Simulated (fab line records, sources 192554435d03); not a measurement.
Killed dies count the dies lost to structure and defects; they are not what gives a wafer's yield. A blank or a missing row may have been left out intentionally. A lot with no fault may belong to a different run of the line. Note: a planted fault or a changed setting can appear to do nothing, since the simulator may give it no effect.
Which tool is to blame?	flow n5-finfet	route of 1938 steps, sampled at 1 step: 24 lots, 72 wafers

== WHAT THE GAUGES SHOWED, per wafer ==
N5_BEOL_M15_THK_MEAS_01.
lot	measured	on	M15_ILD_THK (nm)
L074	day 11 22:33	film-metro-01	1590 1643 1638
L075	day 11 23:16	film-metro-02	1609 1600 1624
L076	day 12 00:46	film-metro-02	1625 1630 1635
L077	day 12 01:14	film-metro-02	1617 1630 1649
L078	day 12 04:04	film-metro-01	1592 1641 1625
L079	day 12 10:45	film-metro-02	1630 1606 1651
L080	day 13 01:05	film-metro-02	1613 1627 1646
L083	day 13 11:52	film-metro-01	1625 1642 1602
L082	day 13 11:57	film-metro-01	1608 1619 1619
L081	day 13 12:16	film-metro-01	1613 1618 1636
L086	day 14 01:02	film-metro-02	1639 1619 1657
L084	day 14 07:24	film-metro-01	1618 1655 1614
L085	day 14 16:54	film-metro-01	1626 1656 1662
L088	day 14 20:27	film-metro-02	1638 1644 1662
L087	day 14 20:32	film-metro-02	1624 1642 1684
L089	day 15 19:54	film-metro-01	1613 1647 1662
L090	day 15 23:46	film-metro-02	1632 1611 1634
L092	day 15 23:58	film-metro-02	1614 1611 1653
L091	day 16 02:25	film-metro-02	1650 1655 1674
L094	day 16 12:13	film-metro-02	1615 1623 1654
L093	day 16 17:59	film-metro-02	1648 1629 1626
L095	day 17 02:07	film-metro-01	1606 1598 1640
L097	day 17 05:50	film-metro-01	1599 1613 1630
L096	day 17 12:52	film-metro-02	1607 1635 1642

== WHICH TOOL RAN EACH LOT (tool, then ch and the chambers of the sampled wafers, then the start) ==
Record: no process step prior to these readings.

== WHAT THE TOOLS THEMSELVES READ (means of the sampled wafers that have a number; where no wafer has one, the mark that the record gives instead) ==
The record holds no such reading with a usual standard deviation.

== THE ANSWER, worked out from the rows above alone ==
Rule: what is usual is taken from the lots themselves. The widest of any qualifying gaps counts: lots, ordered by their means at a reading, are off when they make up no more than a third of the lots, leave a main group of 4 or more, and stand apart from it by 3 or more times the standard deviation of that group's means. Not used: any main group whose means are identical at the precision the tables above print for the reading. A lot without any number at a reading at which 4 lots or more have one is off too. Where the step has rows for the other lots, those lots are counted as sound. The gauges are gone through in route order, then the tools' own readings, and for those a lot's mean is taken as printed above. At the first step where some lot is off, the reading lying furthest off is the one used; lots without a number count as furthest.
None of the lots is off at any reading shown; this tells nothing.

== WHAT HAD BEEN PUT IN BY THE SIMULATOR ==
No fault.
